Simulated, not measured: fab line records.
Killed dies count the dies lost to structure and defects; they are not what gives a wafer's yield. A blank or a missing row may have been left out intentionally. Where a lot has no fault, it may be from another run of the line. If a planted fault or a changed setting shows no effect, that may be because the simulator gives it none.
Split-lot study | flow n5 finfet | 21 wafers read across 7 lots, on a route 1938 steps long

THE SPLIT ITSELF
At N5_BEOL_M8_TRENCH_ETCH_37 (etches SiCOH lowk in C4F6/O2, target depth 93.478 nm, time 31.2 s), the setting source w was moved away from the recipe's 345 W on 7 of the 21 wafers read, by -15.7% to +15.1%. This setting was run at the recipe's value on the other wafers.

FROM THE SPLIT TO THE READING: what the file shows between them, 11 steps
- N5_BEOL_M8_ETCH_41: etches SiCN in CH3F/O2, target depth 31.9 nm, time 57.8 s
- N5_BEOL_M8_STRIP_80: strips in N2/H2, time 10 s
- N5_BEOL_M8_OCD_MEAS_38
- N5_BEOL_M8_HM_STRIP_39: strips TiN in peroxide tin strip, target depth 25 nm, time 158 s
- N5_BEOL_M8_SRD_40: time 30 s
- N5_BEOL_M8_ECD_50: material Cu, target thk 300 nm
- N5_BEOL_M8_ANNEAL_51: time 90 s
- N5_BEOL_M8_CMP_52: polishes, stops on SiCOH lowk, t overpolish 6.9 s, target thk 80 nm
- N5_BEOL_M8_THK_MEAS_53: measures by xrf
- N5_BEOL_M8_PRE_CLEAN_55: time 15 s
- N5_BEOL_M8_DEP_56: deposits SiCN from 3MS/NH3, target thk 10 nm, time 17.5 s

THE READING
M8_RS in ohm/sq, measured at N5_BEOL_M8_RS_MEAS_57 by four-point-probe. On this fab line, fault-free wafers typically give 0.284 ohm/sq with a standard deviation of 0.0062 ohm/sq.

wafer  | tool, chamber at the split | source w as run, W | against the recipe | M8_RS, ohm/sq | against lot-mates on the recipe
L074.2 | rie diel-05, 3             | 345                | recipe             | 0.286         | -
L074.3 | rie diel-05, 0             | 345                | recipe             | 0.286         | -
L074.5 | rie diel-05, 3             | 345                | recipe             | 0.290         | -
L076.1 | rie diel-06, 1             | 345                | recipe             | 0.296         | -
L076.4 | rie diel-06, 2             | 345                | recipe             | 0.290         | -
L076.6 | rie diel-06, 2             | 345                | recipe             | 0.293         | -
L077.1 | rie diel-06, 1             | 345                | recipe             | 0.273         | -
L077.4 | rie diel-06, 3             | 345                | recipe             | 0.266         | -
L077.6 | rie diel-06, 0             | 290.8              | -15.7%             | 0.295         | +0.025
L081.3 | rie diel-02, 0             | 308.2              | -10.7%             | 0.311         | +0.024
L081.4 | rie diel-02, 1             | 345                | recipe             | 0.287         | -
L081.5 | rie diel-02, 3             | 345                | recipe             | 0.288         | -
L092.1 | rie diel-05, 3             | 397                | +15.1%             | 0.264         | no lot-mate on the recipe
L092.4 | rie diel-05, 2             | 397                | +15.1%             | 0.260         | no lot-mate on the recipe
L092.6 | rie diel-05, 0             | 397                | +15.1%             | 0.265         | no lot-mate on the recipe
L094.2 | rie diel-02, 1             | 385.9              | +11.9%             | 0.271         | -0.014
L094.5 | rie diel-02, 2             | 385.9              | +11.9%             | 0.270         | -0.015
L094.6 | rie diel-02, 1             | 345                | recipe             | 0.285         | -
L097.1 | rie diel-06, 3             | 345                | recipe             | 0.278         | -
L097.3 | rie diel-06, 0             | 345                | recipe             | 0.283         | -
L097.5 | rie diel-06, 2             | 345                | recipe             | 0.290         | -

THE FIT
A straight line over all 21 wafers: M8_RS changes by -0.00134 ohm/sq for each +1% of source w; r = -0.81; the points scatter about the line by 0.0077 ohm/sq.
The same after taking each lot's own level away (the mean of its wafers on the recipe; 18 wafers): -0.00155 ohm/sq for each +1%; r = -0.94; scatter 0.0035 ohm/sq.
The reading moves by 0.024 ohm/sq for the largest change in source w, on that fit.
The span of the lots' own levels, 0.2695 to 0.2930 ohm/sq, comes to 3.8 times the standard deviation stated above.
Hence the slope depends on the lot-to-lot level, as the two fits are not the same.
Check: +0.0249 ohm/sq against its lot-mates is what the line predicts for one of the wafers moved furthest among these (-15.7%) when that wafer is left out of the fit. It came out at +0.0255 ohm/sq against them.
Tool readings at the split's step, against how far the setting was moved: rf vpp V r = -0.98.

ADDITIONAL SPLITS CARRIED BY THESE WAFERS
Other splits were also applied to these wafers ahead of the reading. Each is held against what the fit with the lots' levels taken away leaves over:
other split on the same wafers | wafers away from the commonest value | r with M8_RS (lot level and that fit taken away)
N5_BEOL_M7_ETCH_41 source w    | 8                                    | +0.23
N5_BEOL_M8_ETCH_65 source w    | 9                                    | +0.30

THE WHOLE CHAIN: every reading that the file lists as answering this split, in the file's order
step                      | what it does                                                        | reading                                                                      | change (the file's fit)               | r (the file's)
N5_BEOL_M8_TRENCH_ETCH_37 | etches SiCOH lowk in C4F6/O2, target depth 93.478 nm, time 31.2 s   | rf vpp V                                                                     | -4.01 V for each +1% of the setting   | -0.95
N5_BEOL_M8_TRENCH_ETCH_37 | etches SiCOH lowk in C4F6/O2, target depth 93.478 nm, time 31.2 s   | etch.depth nm (the simulator's own value, which no gauge read)               | +0.376 nm for each +1% of the setting | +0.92
N5_BEOL_M8_TRENCH_ETCH_37 | etches SiCOH lowk in C4F6/O2, target depth 93.478 nm, time 31.2 s   | BEOL_M8.feature depth nm (the simulator's own value, which no gauge read)    | +0.381 nm for each +1% of the setting | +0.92
N5_BEOL_M8_OCD_MEAS_38    |                                                                     | trench depth nm                                                              | +0.367 nm for each +1% of the setting | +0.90
N5_BEOL_M8_CMP_52         | polishes, stops on SiCOH lowk, t overpolish 6.9 s, target thk 80 nm | Cu_of_BEOL_M8_ECD_50.thk nm (the simulator's own value, which no gauge read) | +0.395 nm for each +1% of the setting | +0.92
N5_BEOL_M8_THK_MEAS_53    | measures by xrf                                                     | M8_THK                                                                       | +0.398 for each +1% of the setting    | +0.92
N5_BEOL_M8_RS_MEAS_57     | measures by four-point-probe                                        | M8_RS                                                                        | -0.00163 for each +1% of the setting  | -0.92

THE FILE'S OWN FIT
M8_RS changes by -0.00163 ohm/sq for each +1% of source w, r = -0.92.
